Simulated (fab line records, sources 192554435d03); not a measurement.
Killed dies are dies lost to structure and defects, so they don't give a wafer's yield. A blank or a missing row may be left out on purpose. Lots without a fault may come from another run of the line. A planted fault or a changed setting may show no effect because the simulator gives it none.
fab line records | flow n5_finfet
record lots=4 wafers=12 last_day=17
route steps=1938 shown PMOS_HMC_CHANNEL_EPI@87 FIN_SAQP@90 BEOL_M4@1111 PASSIVATION@1936
lots that met no fault: from a run of the same line without faults
start_h: hours from the record's first day to the start of the lot's first wafer shown | wait_h: hours since the lot's step before | " the same as in the row above | L1.1+2: a row that stands for several wafers | - no value, or no start given | * or withheld: withheld | < > ~ a bound
route shown NAME@n: a module of which the file shows steps, and the number in the route of the first | usual: mean/standard deviation of fault-free wafers | same: alike in all rows | chamber/n: place in a boat | sites: the reading at each site | _std_site: their standard deviation | _edge_site: outer sites' mean less inner sites' | radius_mm: how far each site lies from the wafer's centre | mask NAME#n: copy n | behind: the tool/chamber that last shaped the wafer | hold: why the lot was held/for how many hours/how that ended | device: the transistor (n, p or np) that didn't switch | end of line: the same wafers' tests at the end of the route | a step without rows: its recipe alone | killed: dies lost to structure and defects at the first sort, not the wafer's yield | map: a wafer's dies, x killed, . not, _ none there
set.NAME: the setting as run; set.NAME@STEP: as run at that earlier step | model.NAME: the simulator's own value behind a step, which no gauge read
lots at some steps of the route; a table a step, a row a wafer
services: from which hour (start_h, from the record's first day; less than 0 if before it) a tool's chamber was out of use, for how many hours, and why
## steps
# step N5_PMOS_HMC_CHANNEL_EPI_EPI_26
# recipe material=Si target_thk_a=38 temp_c=650 precursor=SiH4/H2 pressure_torr=20 time_s=22.7
# step N5_FIN_SAQP_PRECLEAN_42
# recipe chemistry=O3/DIW time_s=60 temp_c=22 o3_ppm=10
# step N5_FIN_SAQP_PRECLEAN_00
# recipe chemistry=SC1 time_s=60 temp_c=55 mix=1:2:50
# step N5_FIN_SAQP_PRECLEAN_44
# recipe chemistry=SC2 time_s=45 temp_c=35 mix=1:1:50
# step N5_FIN_SAQP_SRD_01
# recipe dry=ipa_marangoni time_s=30 temp_c=23 rinse_liquid=diw
# step N5_FIN_SAQP_ALD_61
# recipe material=SiO2 target_thk_a=40 temp_c=300 ald_precursor_family=BDEAS ald_co_reactant=O2-plasma pulse_time_s=1 purge_time_s=2 co_reactant_purge_time_s=2 ald_cycles=43 pressure_torr=2
# step N5_FIN_SAQP_DENSIFY_62
# recipe temp_c=700 time_s=60 ambient=N2 idle_temp_c=600 ramp_up_c_per_s=150 ramp_down_c_per_s=60 cool_to_c=600
# step N5_FIN_SAQP_HM_DEP_03
# recipe material=SiNx target_thk_a=380 temp_c=400 precursor=SiH4/NH3/N2 pressure_torr=1.5 rf_w=300 time_s=33.6
# step N5_FIN_SAQP_PECVD_47
# recipe material=a-Si target_thk_a=450 temp_c=400 precursor=SiH4/He pressure_torr=3 rf_w=100 time_s=36.3
# step N5_FIN_SAQP_PECVD_48
# recipe material=SiNx target_thk_a=250 temp_c=400 precursor=SiH4/NH3/N2 pressure_torr=1.5 rf_w=300 time_s=22.1
# usual heater_power_w=669/86 showerhead_plenum_p_Torr=5.14/0.053 throttle_valve_pct=40.3/1.8
# columns lot.wafer tool chamber start_h wait_h heater_power_w showerhead_plenum_p_Torr throttle_valve_pct model.SiNx_of_FIN_SAQP_PECVD_48.thk_nm
L114.4 pecvd-04 2 45.20 0.0 661 5.18 43.1 24.36
L114.5 " 1 " " 635 5.09 42.4 24.53
L114.6 " 0 " " 845 5.10 38.4 24.77
L119.2 pecvd-01 2 76.64 0.0 621 5.19 39.2 24.53
L119.4 " 2 " " 609 5.20 39.4 24.94
L119.6 " 0 " " 567 5.16 39.8 25.19
L129.3 pecvd-01 0 139.34 0.0 648 5.15 40.1 31.94
L129.4 " 1 " " 623 5.15 39.9 32.33
L129.6 " 2 " " 596 5.21 39.3 25.39
L131.1 pecvd-01 0 147.52 0.0 604 5.16 39.8 24.58
L131.3 " 1 " " 641 5.15 39.8 31.72
L131.5 " 0 " " 620 5.16 40.0 25.27
# step N5_FIN_SAQP_PECVD_06
# recipe material=a-Si target_thk_a=600 temp_c=400 precursor=SiH4/He pressure_torr=3 rf_w=100 time_s=48.1
# step N5_FIN_SAQP_HM_DEP_72
# recipe material=SiO2 target_thk_a=120 temp_c=400 precursor=SiH4/N2O pressure_torr=0.75 rf_w=275 time_s=7.2
# step N5_FIN_SAQP_COAT_49
# recipe resist=SOC temp_c=250 time_s=60 spin_rpm=1500 resist_thk_nm=100
# step N5_FIN_SAQP_COAT_50
# recipe resist=SiARC temp_c=220 time_s=60 spin_rpm=1500 resist_thk_nm=35
# step N5_FIN_SAQP_COAT_10
# recipe resist=CAR-ArF spin_rpm=1500 resist_thk_nm=90
# step N5_FIN_SAQP_EBR_12
# recipe solvent=PGMEA ebr_width_mm=1.5
# step N5_FIN_SAQP_SOFTBAKE_11
# recipe temp_c=110 time_s=60 resist=CAR-ArF
# step N5_FIN_SAQP_EXPOSE_13
# recipe mask_id=FIN_CORE na=1.35 source_shape=dipole sigma_inner=0.538 sigma_outer=0.738 polarization=te target_cd_nm=35.6 dose_mj=63.25
# step N5_FIN_SAQP_PEB_14
# recipe peb_temp_c=withheld peb_time_s=60 resist=CAR-ArF
# step N5_FIN_SAQP_DEVELOP_15
# recipe develop_time_s=30 developer=TMAH resist=CAR-ArF dev_temp_c=23 rinse_liquid=diw dry=air_spin
# step N5_FIN_SAQP_DESCUM_21
# recipe chemistry=O2 time_s=7.9 source_power_w=50 bias_power_w=20 pressure_mtorr=20 rf_frequency_hz=2.712e+07 temp_c=40 resist=CAR-ArF o2_flow_sccm=225
# step N5_FIN_SAQP_ETCH_51
# recipe chemistry=CF4 target=SiARC target_depth_a=455 mask_material=CAR-ArF time_s=75.8 ion_energy_ev=80 pressure_mtorr=40 source_w=545 bias_w=36 Ar_flow_sccm=100 cf4_flow_sccm=100 ends=cleared
# step N5_FIN_SAQP_ETCH_52
# recipe chemistry=N2/H2 target=SOC target_depth_a=1000 overetch_a=200 mask_material=SiARC temp_c=40 time_s=150 ion_energy_ev=200 pressure_mtorr=30 source_w=840 bias_w=150 n2_flow_sccm=200 h2_flow_sccm=200 ends=end_point
# step N5_FIN_SAQP_STRIP_53
# recipe chemistry=N2/H2 temp_c=40 n2_flow_sccm=200 h2_flow_sccm=200 rf_frequency_hz=6e+07
# step N5_FIN_SAQP_HM_OPEN_73
# recipe chemistry=CHF3/O2 target=SiO2 stop_on=a-Si target_depth_a=120 over_etch_frac=1.8 mask_material=SOC time_s=16.8 pressure_mtorr=30 source_w=650 bias_w=170 Ar_flow_sccm=200 CHF3_flow_sccm=50 O2_flow_sccm=5 ion_energy_ev=200 ends=end_point
# step N5_FIN_SAQP_STRIP_74
# recipe chemistry=CHF3/O2 resist=SiARC rf_frequency_hz=6e+07
# step N5_FIN_SAQP_MANDREL_ETCH_22
# recipe target_depth_a=600 chemistry=HBr/Cl2 target=a-Si stop_on=SiNx bt_time_s=10 over_etch_frac=0.5 time_s=30 pressure_mtorr=10 icp_w=800 bias_w=75 HBr_flow_sccm=150 Cl2_flow_sccm=80 ends=end_point
# step N5_FIN_SAQP_STRIP_55
# recipe chemistry=N2/H2 power_w=500 temp_c=40 pressure_mtorr=50 rf_frequency_hz=6e+07 overash_fraction=0.3 bias_power_w=28 h2_frac=0.5 n2_flow_sccm=300 h2_flow_sccm=300
# step N5_FIN_SAQP_STRIP_23
# recipe chemistry=SPM time_s=750 temp_c=130 h2so4_h2o2_vol_ratio=4
# step N5_FIN_SAQP_SRD_66
# recipe dry=ipa_marangoni time_s=30 temp_c=23 rinse_liquid=diw
# step N5_FIN_SAQP_RECESS_75
# recipe chemistry=HF/NH3 target=SiO2 target_depth_a=144 afs_cycles=3 temp_c=30 sublimation_temp_c=180 sublimation_time_s=60
# step N5_FIN_SAQP_SPACER1_ALD_24
# recipe material=SiO2 target_thk_a=203 temp_c=300 ald_precursor_family=BDEAS ald_co_reactant=O2-plasma pulse_time_s=1 purge_time_s=2 co_reactant_purge_time_s=2 ald_cycles=218 pressure_torr=2
# step N5_FIN_SAQP_SPACER1_ETCHBACK_25
# recipe chemistry=CHF3/O2 mode=anisotropic_etchback target=SiO2 target_depth_a=244 time_s=12.2 pressure_mtorr=30 source_w=650 bias_w=170 Ar_flow_sccm=200 CHF3_flow_sccm=50 O2_flow_sccm=5 ion_energy_ev=200
# step N5_FIN_SAQP_MANDREL1_REMOVE_56
# recipe chemistry=HBr/Cl2/O2 bt_time_s=10 target=a-Si stop_on=SiNx endpoint=OES-SiCl over_etch_frac=1 icp_w=600 bias_w=22 HBr_flow_sccm=150 Cl2_flow_sccm=80 O2_flow_sccm=5 pressure_mtorr=10
# step N5_FIN_SAQP_ETCH_57
# recipe chemistry=CH3F/O2 target=SiNx mask_material=SiO2 target_depth_a=325 time_s=46.4 pressure_mtorr=30 source_w=395 bias_w=73 Ar_flow_sccm=150 CH3F_flow_sccm=30 O2_flow_sccm=20 ion_energy_ev=120 ends=cleared
# usual chamber_pressure_mTorr=29.999/0.027 drypump_motor_current_A=6.0/0.36 etch_rf_on_time_s=46.3/0.86 oes_product_au=0.64/0.065 rf_vpp_V=297.8/2.8 showerhead_plenum_p_Torr=2.01/0.052 throttle_valve_pct=16.43/0.15
# columns lot.wafer tool chamber start_h wait_h chamber_pressure_mTorr drypump_motor_current_A etch_rf_on_time_s oes_product_au rf_hours_counter_h rf_vpp_V showerhead_plenum_p_Torr throttle_valve_pct model.etch.depth_nm
L114.4 rie_diel-04 3 48.05 0.1 29.959 6.0 45.4 0.61 - 293.5 1.98 16.41 24.36
L114.5 " 0 " " 29.972 5.4 45.7 0.62 - 298.2 1.99 16.29 24.53
L114.6 " 1 " " 29.981 5.7 45.3 0.69 - 299.4 2.10 16.47 24.77
L119.2 rie_diel-04 1 80.92 0.1 29.967 5.7 45.4 0.69 107 299.0 2.09 16.49 24.5
L119.4 " 0 " " 30.008 5.4 46.8 0.61 194 299.2 1.98 16.28 24.92
L119.6 " 0 " " 30.000 5.4 47.1 0.62 - 298.8 1.98 16.29 25.15
L129.3 rie_diel-03 3 141.98 0.0 29.991 6.1 60.0 0.61 221 300.6 1.97 16.42 31.94
L129.4 " 0 " " 30.022 5.5 60.9 0.59 215 293.5 2.06 16.33 32.3
L129.6 " 0 " " 30.002 5.5 47.5 0.59 - 293.0 2.06 16.36 25.35
L131.1 rie_diel-04 3 150.36 0.0 30.036 6.0 45.8 0.60 243 290.9 1.97 16.45 24.53
L131.3 " 1 " " 29.995 5.7 58.8 0.66 128 299.0 2.08 16.54 31.72
L131.5 " 1 " " 30.014 5.7 46.6 0.67 - 298.0 2.09 16.54 25.25
# step N5_BEOL_M4_RC_MEAS_101
# usual DIBL_N=36.3/1.2 DIBL_P=36.7/1.5 IOFF_N=0.164/0.02 IOFF_P=0.214/0.024 ION_N=673/8.5 ION_P=461/5.9 SS_N=71.6/0.44 SS_P=73.3/0.55 VT_N=249.4/2.4 VT_P=-250.0/2.3
# columns lot.wafer tool chamber start_h wait_h DIBL_N[mV/V] DIBL_P[mV/V] IOFF_N[nA/um] IOFF_P[nA/um] ION_N[uA/um] ION_P[uA/um] SS_N[mV/dec] SS_P[mV/dec] VT_N[mV] VT_P[mV]
L114.4 prober-01 0 189.46 0.5 33.7 33.1 0.113 0.149 659 450 71.1 72.2 256.6 -254.5
L114.5 " 0 " " 36.2 36.5 0.157 0.192 671 459 71.8 72.8 252.7 -252.7
L114.6 " 0 " " 36.8 36.6 0.163 0.192 671 454 71.8 73.9 252.7 -250.6
L119.2 prober-01 0 232.39 0.2 37.4 38.2 0.176 0.252 673 467 72.1 73.2 248.4 -246.0
L119.4 " 0 " " 36.3 37.4 0.160 0.228 664 460 71.9 73.2 248.9 -250.0
L119.6 " 0 " " 37.3 38.4 0.179 0.254 678 466 71.8 74.4 247.0 -246.8
L129.3 prober-01 0 286.79 0.3 35.1 35.0 0.169 0.209 679 461 71.6 72.9 248.7 -251.1
L129.4 " 0 " " 34.8 35.3 0.159 0.197 676 460 71.4 73.4 249.4 -250.2
L129.6 " 0 " " 35.9 36.5 0.183 0.225 676 459 71.9 74.0 246.8 -248.9
L131.1 prober-01 0 300.04 0.0 36.3 37.0 0.167 0.223 677 466 71.0 72.8 248.7 -250.5
L131.3 " 0 " " 37.6 37.8 0.191 0.241 672 455 72.1 73.7 245.5 -250.5
L131.5 " 0 " " 35.0 35.8 0.150 0.207 676 464 71.3 72.3 247.3 -251.2
# step N5_PASSIVATION_PROBE_49
# usual defect_limited_yield=91.2/1.5 killed_at_M0_to_M3=35/11 killed_at_M4_up=13/5.6 killed_at_contacts=13/6.3 killed_at_front_end=38/12 killed_at_other=3.7/2.9 killed_dies=104/18 killed_on_rim=14/3.8 killed_open=69/13 killed_short=34/8.3 sort_bin_5_function=5.2/0.95 sort_bin_6_memory=3.3/0.68 sort_n_pass=1076/18 sort_yield_pct=91.2/1.5
# same gross_dies=1180 killed_at_back_side=0 sort_bin_4_leakage[%]=0 sort_bin_8_speed[%]=0
# columns lot.wafer tool chamber start_h wait_h defect_limited_yield[%] killed_at_M0_to_M3 killed_at_M4_up killed_at_contacts killed_at_front_end killed_at_other killed_dies killed_on_rim killed_open killed_short sort_bin_5_function[%] sort_bin_6_memory[%] sort_n_pass sort_yield_pct[%]
L119.2 prober-01 - 338.19 0.2 91.7 32 12 8 44 2 98 14 57 41 5.3 2.8 1082 91.7
L119.4 prober-01 - 338.29 0.3 90.7 43 14 14 37 2 110 13 74 34 5.3 3.6 1070 90.7
L119.6 prober-01 - 338.39 0.4 91.9 28 12 7 48 0 95 11 70 25 4.5 3.2 1085 91.9
L129.3 prober-01 - 393.66 0.1 92.6 36 9 11 28 3 87 10 59 27 4.8 2.3 1093 92.6
L129.4 prober-01 - 393.71 0.2 90.5 57 13 9 25 8 112 15 77 35 5.5 3.6 1068 90.5
L129.6 prober-01 - 393.81 0.3 89.4 59 12 14 34 6 125 10 84 41 5.8 4.3 1055 89.4
# killed by level:class
L119.2 FIN_SAQP:geometric_particle:short=13 BEOL_M2:geometric_particle:open=8 FIN_SAQP:geometric_particle:open=7 MOL_CONTACT_COAG:geometric_particle:open=7 BEOL_M0_SAQP:geometric_particle:short=7 STI_FIN_REVEAL:geometric_particle:open=6 STARTING-WAFER:geometric_particle:short=5 BEOL_M1:geometric_particle:open=4
L119.4 BEOL_M2:geometric_particle:open=14 MOL_CONTACT_COAG:geometric_particle:open=13 STI_FIN_REVEAL:geometric_particle:open=10 GATE_CUT:geometric_particle:open=6 BEOL_M1:geometric_particle:open=6 BEOL_M0_SAQP:geometric_particle:open=6 GATE_CUT:geometric_particle:short=5 BEOL_M0_SAQP:geometric_particle:short=5
L119.6 STI_FIN_REVEAL:geometric_particle:open=13 FIN_SAQP:geometric_particle:open=10 BEOL_M3:geometric_particle:open=8 BEOL_M1:geometric_particle:open=7 FIN_SAQP:geometric_particle:short=6 DUMMY_GATE:geometric_particle:open=5 MOL_CONTACT_COAG:geometric_particle:open=5 BEOL_M2:geometric_particle:open=5
L129.3 FIN_SAQP:geometric_particle:open=11 BEOL_M3:geometric_particle:open=10 BEOL_M1:geometric_particle:open=8 MOL_CONTACT_COAG:geometric_particle:open=7 FIN_SAQP:geometric_particle:short=6 BEOL_M2:geometric_particle:open=6 BEOL_M0_SAQP:geometric_particle:short=5 MOL_CONTACT_COAG:geometric_particle:short=4
L129.4 BEOL_M0_SAQP:geometric_particle:short=14 BEOL_M0_SAQP:geometric_particle:open=11 BEOL_M2:geometric_particle:open=9 BEOL_M3:geometric_particle:open=9 BEOL_M1:geometric_particle:open=8 FIN_SAQP:geometric_particle:open=6 STI_FIN_REVEAL:geometric_particle:open=6 MOL_CONTACT_COAG:geometric_particle:open=6
L129.6 BEOL_M3:geometric_particle:open=19 MOL_CONTACT_COAG:geometric_particle:open=12 FIN_SAQP:geometric_particle:short=9 BEOL_M2:geometric_particle:open=9 FIN_SAQP:geometric_particle:open=7 BEOL_M1:geometric_particle:open=7 BEOL_M3:geometric_particle:short=6 BEOL_M0_SAQP:geometric_particle:open=5
## services
# columns tool chamber start_h hours kind
rie_diel-04 2 44.97 6.9 repair
pecvd-04 - 56.13 2.8 pm
rie_diel-04 - 59.15 0.5 repair
rie_diel-04 - 63.20 14.6 pm
rie_diel-03 3 90.78 8.7 repair
pecvd-04 - 112.14 0.4 repair
rie_diel-03 2 120.65 6.2 repair
pecvd-04 0 140.44 5.5 scheduled_down
pecvd-04 - 140.80 0.6 repair
## key
first_sign step=N5_FIN_SAQP_ETCH_57 reading=etch_rf_on_time_s direction=up sigmas=16 usual=* struck=*
effect none on later readings
model_effect step=N5_FIN_SAQP_PECVD_48 value=SiNx_of_FIN_SAQP_PECVD_48.thk_nm without=25.05 struck=32
model_effect step=N5_FIN_SAQP_ETCH_57 value=etch.depth_nm without=25.04 struck=31.98
met_at N5_FIN_SAQP_PECVD_48
struck_wafers L129.3,L129.4,L131.3
onset_between 76.64 139.34
fault kind=process_parameter_drift tool=pecvd-01 chamber=- onset_h=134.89 steps=N5_FIN_SAQP_PECVD_48 channel=time_s offset=* shape=step end_h=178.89 scope=struck_wafers_only acts_in=* stated=*
